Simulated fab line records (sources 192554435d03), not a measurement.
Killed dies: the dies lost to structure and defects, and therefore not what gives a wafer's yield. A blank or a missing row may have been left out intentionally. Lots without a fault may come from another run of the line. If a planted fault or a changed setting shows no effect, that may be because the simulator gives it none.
Which tool is to blame? ; flow n5-finfet ; 72 wafers from 24 lots sampled at 6 of the route's 1938 steps

== WHAT THE GAUGES SHOWED, per wafer ==
N5_BEOL_M7_CD_MEAS_35: the cd target is 40 nm.
lot;measured;on;cd-nm (nm)
L074;day 12 07:14;cd-sem-02;41.3 40.4 40.5
L077;day 12 22:36;cd-sem-03;39.4 40.8 39.8
L075;day 13 09:05;cd-sem-02;41.1 40.7 39.9
L076;day 13 10:35;cd-sem-02;40.3 40.2 40.8
L080;day 13 16:05;cd-sem-03;39.0 39.8 39.1
L078;day 13 19:32;cd-sem-02;41.8 40.8 41.1
L082;day 14 00:54;cd-sem-01;39.7 41.1 41.3
L079;day 14 04:38;cd-sem-02;41.0 38.8 40.2
L086;day 14 13:41;cd-sem-02;39.8 38.1 40.1
L081;day 15 01:30;cd-sem-02;40.3 40.6 39.0
L084;day 15 03:43;cd-sem-02;39.2 39.7 39.6
L083;day 15 03:46;cd-sem-03;40.4 40.0 39.7
L085;day 15 18:09;cd-sem-02;40.6 40.3 39.6
L090;day 16 10:40;cd-sem-02;39.5 38.9 40.4
L089;day 16 21:41;cd-sem-02;39.8 39.7 39.3
L088;day 17 00:14;cd-sem-03;39.8 40.7 39.6
L087;day 17 00:41;cd-sem-03;38.8 39.2 40.1
L091;day 17 05:33;cd-sem-03;41.1 40.8 41.0
L092;day 17 05:57;cd-sem-03;39.7 40.9 39.9
L094;day 17 08:54;cd-sem-02;40.1 38.8 39.2
L096;day 17 11:39;cd-sem-02;40.6 39.3 39.6
L093;day 18 05:37;cd-sem-03;40.2 39.2 40.2
L095;day 18 06:02;cd-sem-03;40.3 39.7 39.9
L097;day 18 20:29;cd-sem-02;39.2 39.4 39.4

N5_BEOL_M8_INSPECT_30: inspects for defects (brightfield).
lot;measured;on;raw-defect-count
L074;day 12 14:58;defect-inspect-01;350 532 352
L077;day 13 06:04;defect-inspect-01;432 376 438
L075;day 13 15:24;defect-inspect-01;316 388 449
L076;day 13 19:04;defect-inspect-01;535 404 424
L080;day 14 00:25;defect-inspect-02;438 370 439
L078;day 14 04:06;defect-inspect-01;299 237 334
L082;day 14 09:28;defect-inspect-02;368 566 467
L079;day 14 13:02;defect-inspect-02;396 600 475
L086;day 15 00:57;defect-inspect-01;342 336 426
L081;day 15 09:56;defect-inspect-02;447 350 339
L084;day 15 17:17;defect-inspect-02;432 434 382
L083;day 15 19:26;defect-inspect-02;526 490 432
L085;day 16 12:55;defect-inspect-02;385 292 342
L090;day 16 20:18;defect-inspect-01;323 465 534
L089;day 17 07:49;defect-inspect-02;326 445 410
L088;day 17 07:44;defect-inspect-02;404 300 367
L087;day 17 10:44;defect-inspect-01;327 335 446
L091;day 17 15:58;defect-inspect-02;403 335 425
L092;day 17 16:16;defect-inspect-01;287 272 394
L094;day 17 19:01;defect-inspect-01;392 346 319
L096;day 17 19:25;defect-inspect-02;316 263 332
L093;day 18 16:41;defect-inspect-01;323 337 411
L095;day 18 17:02;defect-inspect-02;523 471 436
L097;day 19 03:05;defect-inspect-01;314 383 360

== TOOL THAT RAN EACH LOT (tool first, then ch and the chambers of the sampled wafers, then the start) ==
lot;N5_BEOL_M7_CURE_75;N5_BEOL_M7_DEP_56;N5_BEOL_M8_ETCH_62;N5_BEOL_M8_HM_OPEN_17
L074;uv-cure-02 ch 0, day 12 07:16;pecvd-01 ch 0,1,2, day 12 10:19;rie-diel-03 ch 1,2,3, day 12 13:07;rie-metal-03 ch 0,1, day 12 13:18
L077;uv-cure-01 ch 0, day 12 22:41;pecvd-02 ch 1,2, day 13 02:10;rie-diel-01 ch 0,1,3, day 13 05:14;rie-metal-02 ch 0,1, day 13 05:26
L075;uv-cure-01 ch 0, day 13 09:13;pecvd-03 ch 1,2, day 13 11:53;rie-diel-03 ch 0,2,3, day 13 13:26;rie-metal-01 ch 0,1, day 13 13:38
L076;uv-cure-01 ch 0, day 13 10:56;pecvd-01 ch 0,2, day 13 13:07;rie-diel-01 ch 2,3, day 13 16:20;rie-metal-01 ch 0,1, day 13 16:31
L080;uv-cure-03 ch 0, day 13 16:14;pecvd-03 ch 0,1,2, day 13 18:38;rie-diel-03 ch 2,3, day 13 20:47;rie-metal-03 ch 0,1, day 13 20:58
L078;uv-cure-03 ch 0, day 13 19:37;pecvd-01 ch 1,2, day 13 21:51;rie-diel-01 ch 2,3, day 14 01:43;rie-metal-02 ch 0, day 14 01:54
L082;uv-cure-01 ch 1, day 14 01:02;pecvd-02 ch 0,1,2, day 14 03:11;rie-diel-04 ch 0,1, day 14 05:56;rie-metal-01 ch 0,1, day 14 06:09
L079;uv-cure-01 ch 0, day 14 04:58;pecvd-03 ch 0,1,2, day 14 07:08;rie-diel-01 ch 0,2,3, day 14 09:20;rie-metal-01 ch 0,1, day 14 09:34
L086;uv-cure-01 ch 2, day 14 13:47;pecvd-02 ch 0,1,2, day 14 17:27;rie-diel-03 ch 1,3, day 14 23:58;rie-metal-03 ch 0,1, day 15 00:08
L081;uv-cure-03 ch 0, day 15 01:38;pecvd-01 ch 0,1, day 15 03:56;rie-diel-01 ch 2,3, day 15 08:28;rie-metal-01 ch 0,1, day 15 08:44
L084;uv-cure-03 ch 0, day 15 03:46;pecvd-03 ch 0,2, day 15 05:58;rie-diel-03 ch 0,1,2, day 15 16:23;rie-metal-03 ch 0,1, day 15 16:34
L083;uv-cure-03 ch 0, day 15 04:07;pecvd-03 ch 0,1,2, day 15 06:11;rie-diel-01 ch 1,2,3, day 15 18:24;rie-metal-01 ch 0,1, day 15 18:35
L085;uv-cure-02 ch 2, day 15 23:40;pecvd-03 ch 0,1, day 16 02:08;rie-diel-01 ch 1,2,3, day 16 09:21;rie-metal-01 ch 0,1, day 16 09:32
L090;uv-cure-02 ch 1, day 16 10:47;pecvd-01 ch 1,2, day 16 14:36;rie-diel-01 ch 0,3, day 16 18:10;rie-metal-01 ch 0,1, day 16 18:23
L089;uv-cure-03 ch 1, day 16 21:48;pecvd-03 ch 1,2, day 17 01:07;rie-diel-04 ch 1,2,3, day 17 05:22;rie-metal-02 ch 0,1, day 17 05:33
L088;uv-cure-02 ch 1, day 17 00:38;pecvd-01 ch 0,1,2, day 17 02:43;rie-diel-04 ch 0,2,3, day 17 05:38;rie-metal-02 ch 0,1, day 17 05:49
L087;uv-cure-02 ch 1, day 17 01:11;pecvd-02 ch 0,2, day 17 05:11;rie-diel-01 ch 0,1, day 17 08:48;rie-metal-01 ch 0,1, day 17 08:59
L091;uv-cure-03 ch 2, day 17 06:04;pecvd-01 ch 0,2, day 17 09:36;rie-diel-01 ch 1,2, day 17 12:11;rie-metal-01 ch 0,1, day 17 12:24
L092;uv-cure-03 ch 1, day 17 06:19;pecvd-01 ch 1,2, day 17 09:41;rie-diel-01 ch 2,3, day 17 12:26;rie-metal-01 ch 0,1, day 17 12:37
L094;uv-cure-02 ch 1, day 17 09:03;pecvd-01 ch 0,1, day 17 12:38;rie-diel-03 ch 0,1,3, day 17 17:01;rie-metal-01 ch 0,1, day 17 17:12
L096;uv-cure-02 ch 0, day 17 11:47;pecvd-02 ch 0, day 17 14:17;rie-diel-03 ch 0,3, day 17 17:21;rie-metal-01 ch 0,1, day 17 17:32
L093;uv-cure-03 ch 2, day 18 05:56;pecvd-01 ch 0,2, day 18 10:12;rie-diel-04 ch 0,2, day 18 15:50;rie-metal-01 ch 0,1, day 18 16:02
L095;uv-cure-03 ch 1, day 18 06:11;pecvd-03 ch 0,2, day 18 11:07;rie-diel-01 ch 2,3, day 18 16:13;rie-metal-02 ch 0,1, day 18 16:23
L097;uv-cure-02 ch 0, day 18 20:40;pecvd-02 ch 0,2, day 18 23:05;rie-diel-04 ch 0,1,3, day 19 02:05;rie-metal-03 ch 0,1, day 19 02:19
- N5_BEOL_M7_CURE_75: cures SiCOH lowk, time 120 s.
- N5_BEOL_M7_DEP_56: deposits SiCN from 3MS/NH3, target thk 10 nm, time 17.5 s.
- N5_BEOL_M8_ETCH_62: etches SOC in N2/H2, target depth 110 nm, overetch 22 nm, time 165 s.
- N5_BEOL_M8_HM_OPEN_17: chemistry Cl2/BCl3, target TiN, target depth 20 nm, overetch 6 nm.

== AS READ BY THE TOOLS THEMSELVES (means over the sampled wafers that have a number; for cases with no such wafer, the mark the record gives instead) ==
N5_BEOL_M7_CURE_75.
lot;tool;lamp-power-pct (%);wafer_temp_C_max
L074;uv-cure-02;52.31;372.2
L077;uv-cure-01;52.27;371.5
L075;uv-cure-01;52.28;371.6
L076;uv-cure-01;52.31;371.4
L080;uv-cure-03;52.35;371.1
L078;uv-cure-03;52.35;371.1
L082;uv-cure-01;52.33;371.4
L079;uv-cure-01;52.35;371.7
L086;uv-cure-01;52.35;371.3
L081;uv-cure-03;52.35;371.0
L084;uv-cure-03;52.28;371.2
L083;uv-cure-03;52.30;370.7
L085;uv-cure-02;52.31;371.4
L090;uv-cure-02;52.34;371.6
L089;uv-cure-03;52.31;371.4
L088;uv-cure-02;52.34;371.6
L087;uv-cure-02;52.39;371.8
L091;uv-cure-03;52.30;371.7
L092;uv-cure-03;52.31;371.3
L094;uv-cure-02;52.32;371.6
L096;uv-cure-02;52.34;371.8
L093;uv-cure-03;52.28;371.4
L095;uv-cure-03;52.25;371.2
L097;uv-cure-02;52.35;372.2

N5_BEOL_M7_DEP_56.
lot;tool;chamber-pressure-Torr (Torr);rf-fwd-power-W (W);showerhead-plenum-p-Torr (Torr);throttle-valve-pct (%)
L074;pecvd-01;3.001;198.3;3.667;8.8
L077;pecvd-02;3.000;200.1;3.666;9.0
L075;pecvd-03;3.001;198.5;3.650;8.8
L076;pecvd-01;3.000;199.2;3.660;9.0
L080;pecvd-03;3.008;198.4;3.662;9.3
L078;pecvd-01;3.003;199.0;3.673;8.5
L082;pecvd-02;3.000;199.8;3.661;8.8
L079;pecvd-03;2.999;199.3;3.665;9.3
L086;pecvd-02;2.997;200.0;3.664;8.9
L081;pecvd-01;2.995;199.8;3.672;8.9
L084;pecvd-03;3.001;198.0;3.657;9.0
L083;pecvd-03;2.999;198.7;3.662;9.2
L085;pecvd-03;2.999;198.9;3.673;9.5
L090;pecvd-01;3.000;199.5;3.671;8.6
L089;pecvd-03;3.005;198.4;3.657;8.9
L088;pecvd-01;2.999;198.9;3.668;9.0
L087;pecvd-02;3.004;201.0;3.652;8.6
L091;pecvd-01;3.011;199.1;3.652;9.4
L092;pecvd-01;3.001;198.7;3.668;8.6
L094;pecvd-01;2.998;199.1;3.657;9.3
L096;pecvd-02;3.001;200.7;3.657;8.7
L093;pecvd-01;3.008;199.1;3.653;9.0
L095;pecvd-03;3.002;198.6;3.661;9.0
L097;pecvd-02;3.011;200.2;3.665;8.5

N5_BEOL_M8_ETCH_62.
lot;tool;drypump-motor-current-A (A);oes-product-au (a.u.);rf-fwd-power-W (W);rf-vpp-V (V);showerhead-plenum-p-Torr (Torr);throttle-valve-pct (%)
L074;rie-diel-03;5.80;0.64;834.8;522.6;2.49;17.84
L077;rie-diel-01;5.73;0.70;837.4;522.9;2.53;17.76
L075;rie-diel-03;5.73;0.61;836.3;523.9;2.50;17.79
L076;rie-diel-01;5.72;0.66;837.9;522.5;2.52;18.10
L080;rie-diel-03;5.76;0.64;835.6;521.5;2.48;17.72
L078;rie-diel-01;5.70;0.66;841.7;523.0;2.52;18.11
L082;rie-diel-04;5.92;0.73;840.1;522.6;2.48;17.73
L079;rie-diel-01;5.74;0.68;838.3;522.7;2.49;17.93
L086;rie-diel-03;5.74;0.63;836.9;521.9;2.41;17.91
L081;rie-diel-01;5.72;0.65;837.5;524.2;2.51;18.12
L084;rie-diel-03;5.76;0.67;836.4;523.2;2.50;17.77
L083;rie-diel-01;5.69;0.66;840.5;525.4;2.55;17.98
L085;rie-diel-01;5.70;0.67;837.2;524.0;2.55;18.00
L090;rie-diel-01;5.81;0.69;836.1;521.9;2.47;17.65
L089;rie-diel-04;5.53;0.68;838.7;523.7;2.57;17.97
L088;rie-diel-04;5.50;0.68;837.9;524.5;2.56;17.99
L087;rie-diel-01;5.69;0.65;836.5;523.6;2.51;17.92
L091;rie-diel-01;5.62;0.62;834.1;524.2;2.56;18.31
L092;rie-diel-01;5.80;0.68;839.2;521.8;2.49;17.85
L094;rie-diel-03;5.67;0.66;837.0;520.9;2.42;17.71
L096;rie-diel-03;5.60;0.67;839.2;521.1;2.42;17.59
L093;rie-diel-04;5.57;0.71;839.0;524.0;2.55;17.81
L095;rie-diel-01;5.71;0.63;838.6;522.8;2.50;18.18
L097;rie-diel-04;5.65;0.66;838.7;523.1;2.51;17.99

N5_BEOL_M8_HM_OPEN_17.
lot;tool;drypump-motor-current-A (A);mfc-cl2-sccm (sccm);oes-product-au (a.u.);rf-fwd-power-W (W);throttle-valve-pct (%)
L074;rie-metal-03;6.0;53.26;0.69;989;21.89
L077;rie-metal-02;6.3;53.22;0.76;990;21.88
L075;rie-metal-01;6.5;53.36;0.79;993;22.26
L076;rie-metal-01;6.2;53.30;0.76;998;22.13
L080;rie-metal-03;6.0;53.25;0.68;994;21.90
L078;rie-metal-02;6.6;53.05;0.75;990;21.83
L082;rie-metal-01;6.5;53.21;0.79;993;22.25
L079;rie-metal-01;6.5;53.24;0.79;994;22.24
L086;rie-metal-03;5.8;53.13;0.63;991;21.79
L081;rie-metal-01;6.5;53.20;0.76;991;22.27
L084;rie-metal-03;5.8;53.29;0.64;996;21.77
L083;rie-metal-01;6.5;53.12;0.77;990;22.26
L085;rie-metal-01;6.5;53.36;0.76;994;22.26
L090;rie-metal-01;6.5;53.32;0.75;997;22.27
L089;rie-metal-02;6.0;53.19;0.72;990;21.95
L088;rie-metal-02;6.3;53.30;0.73;989;21.90
L087;rie-metal-01;6.5;53.29;0.74;998;22.29
L091;rie-metal-01;6.5;53.46;0.74;993;22.27
L092;rie-metal-01;6.2;53.27;0.73;995;22.14
L094;rie-metal-01;6.5;53.28;0.74;994;22.26
L096;rie-metal-01;6.2;53.33;0.73;998;22.16
L093;rie-metal-01;6.2;53.45;0.72;997;22.17
L095;rie-metal-02;6.0;53.23;0.72;994;21.94
L097;rie-metal-03;6.0;53.06;0.73;989;21.91

== THE ANSWER, worked out from the rows above alone ==
Rule: the usual values come from the lots themselves. Put in order of their means at a reading, lots are off if they are a third of the lots or fewer, leave a main group of 4 or more, and stand apart from it by a gap of 3 or more times the standard deviation of the main group's means; of several such gaps the widest counts. If all means in a main group match to the digits the tables above print for the reading, that group is not used. Also off: a lot with no number at a reading for which 4 or more lots have one. Where the step has rows for the other lots, those lots are counted as sound. First the gauges in route order, then the tools' own readings, where a lot's mean is used as printed above. The first step at which some lot is off is used, and at that step the reading that is off furthest; a lot without a number counts as furthest.
Nothing can be told from this: no lot is off at any reading shown.

== WHAT THE SIMULATOR PUT IN ==
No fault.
